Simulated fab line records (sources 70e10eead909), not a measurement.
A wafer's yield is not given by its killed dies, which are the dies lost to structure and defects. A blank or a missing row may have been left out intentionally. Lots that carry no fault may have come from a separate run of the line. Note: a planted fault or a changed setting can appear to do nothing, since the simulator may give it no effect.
Chamber matching    flow nand-harc    NHARC_A_M1_ETCH_28 on rie-diel-09: 4 sister chambers
The step etches the open film in CF4/N2, target depth 30 nm, time 72.99 s. 7 wafers are shown with their chamber, then 7 later ones without.

## EACH WAFER AND ITS CHAMBER
wafer   chamber  drypump-motor-current-A (A)  oes-product-au (a.u.)
L912.1  2        5.7                          0.987
L913.4  1        5.8                          1.001
L916.3  3        5.0                          1.004
L916.4  2        5.7                          0.982
L916.6  0        5.5                          1.000
L920.4  0        5.5                          0.995
L920.5  1        5.7                          1.009

## WAFERS WHOSE CHAMBER IS MISSING
wafer   drypump-motor-current-A (A)  oes-product-au (a.u.)
L920.6  5.7                          1.003
L931.3  5.1                          0.995
L931.4  5.8                          1.012
L931.5  5.8                          1.007
L932.4  5.7                          0.994
L932.5  5.8                          1.019
L932.6  5.7                          0.995

## CHAMBER TAKEN BY EACH
wafer    from the rows above       in truth
L920.6   1                         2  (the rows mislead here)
L931.3   3                         3
L931.4   1                         1
L931.5   1                         1
L932.4   can't be placed: 2 or 1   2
L932.5   1                         1
L932.6   can't be placed: 2 or 1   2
4 of 7 placed correctly. Can't be placed from these rows: 2 (the true chamber is among the candidates in 2). Placed wrongly: 1.
How it was worked out, from the rows above alone: a wafer's distance from a chamber is the root of the sum, over the readings, of the square of ((its reading less the chamber's mean) divided by the reading's scatter). The wafer belongs to the nearest chamber; if the next one is less than 2 further off, it can't be placed. Each chamber's mean is taken over the wafers shown for it. The scatter: take each reading less its chamber's mean, square it, sum over the shown wafers, divide by the number of wafers less the number of chambers, and take the root.
